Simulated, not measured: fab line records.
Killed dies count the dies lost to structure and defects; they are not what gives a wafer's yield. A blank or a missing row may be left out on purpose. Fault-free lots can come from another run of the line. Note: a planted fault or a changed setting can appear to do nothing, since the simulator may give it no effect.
Matching of chambers | flow nand_harc | NHARC_P_M1_ETCH_35 on rie_diel-06: 4 sister chambers
The step etches the open film in N2/H2, target depth 40 nm, overetch 12 nm, time 43.94 s. 20 wafers are shown with their chamber, then 10 later ones without.

== WAFERS, EACH WITH ITS CHAMBER ==
wafer  | chamber | drypump_motor_current_A (A) | oes_product_au (a.u.) | rf_vpp_V (V)
L074.1 | 1       | 5.6                         | 0.980                 | 431.9
L074.4 | 3       | 6.1                         | 1.003                 | 432.3
L074.5 | 1       | 5.5                         | 0.980                 | 433.8
L076.2 | 0       | 5.7                         | 1.009                 | 431.6
L076.3 | 2       | 6.7                         | 0.997                 | 429.6
L076.4 | 3       | 6.1                         | 1.011                 | 431.3
L078.1 | 0       | 5.7                         | 1.008                 | 431.4
L078.3 | 2       | 6.7                         | 0.992                 | 431.2
L078.5 | 3       | 6.1                         | 1.013                 | 434.2
L080.4 | 0       | 5.8                         | 1.002                 | 432.4
L080.5 | 2       | 6.8                         | 0.993                 | 430.6
L080.6 | 3       | 6.1                         | 1.014                 | 431.6
L081.1 | 2       | 6.7                         | 0.998                 | 430.1
L081.2 | 1       | 5.5                         | 1.006                 | 433.4
L081.3 | 0       | 5.7                         | 1.011                 | 431.0
L087.2 | 1       | 5.5                         | 0.985                 | 433.5
L087.4 | 2       | 6.7                         | 0.993                 | 429.4
L087.5 | 0       | 5.7                         | 1.008                 | 431.0
L089.3 | 2       | 6.7                         | 0.991                 | 429.6
L089.4 | 0       | 5.7                         | 0.998                 | 433.0

SIGNATURES, as means of the wafers listed above
reading                 | chamber 0 | chamber 1 | chamber 2 | chamber 3 | scatter within a chamber
drypump_motor_current_A | 5.717     | 5.525     | 6.717     | 6.100     | 0.0389
oes_product_au          | 1.00600   | 0.98775   | 0.99400   | 1.01025   | 0.0066
rf_vpp_V                | 431.733   | 433.150   | 430.083   | 432.350   | 0.9
Rule: distance of a wafer from a chamber = root of the sum over the readings of ((wafer's reading minus chamber's mean) / reading's scatter) squared. The wafer belongs to the nearest chamber; if the next one is less than 2 further off, it can't be placed. How the scatter is found: for the shown wafers, subtract from each reading the mean of its chamber, square and add these, divide the total by (wafers less chambers), then take the root.

== WAFERS MISSING THEIR CHAMBER ==
wafer  | drypump_motor_current_A (A) | oes_product_au (a.u.) | rf_vpp_V (V)
L089.5 | 6.1                         | 0.999                 | 433.2
L093.3 | 5.7                         | 0.984                 | 431.1
L093.5 | 5.5                         | 0.983                 | 433.4
L093.6 | 5.7                         | 0.989                 | 431.1
L095.2 | 5.7                         | 1.003                 | 431.6
L095.5 | 5.5                         | 0.998                 | 432.6
L095.6 | 6.7                         | 1.012                 | 430.3
L097.1 | 5.5                         | 0.990                 | 432.1
L097.4 | 6.1                         | 1.018                 | 433.7
L097.5 | 5.7                         | 0.992                 | 432.8

== EACH ONE'S CHAMBER ==
wafer  | from the rows above     | in truth
L089.5 | 3                       | 3
L093.3 | can't be placed: 0 or 1 | 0
L093.5 | 1                       | 1
L093.6 | 0                       | 0
L095.2 | 0                       | 0
L095.5 | 1                       | 1
L095.6 | 2                       | 2
L097.1 | 1                       | 1
L097.4 | 3                       | 3
L097.5 | 0                       | 0
Correctly placed: 9 of 10. These rows do not allow placing 1 (true chamber among the candidates in 1). Wrongly placed: 0.
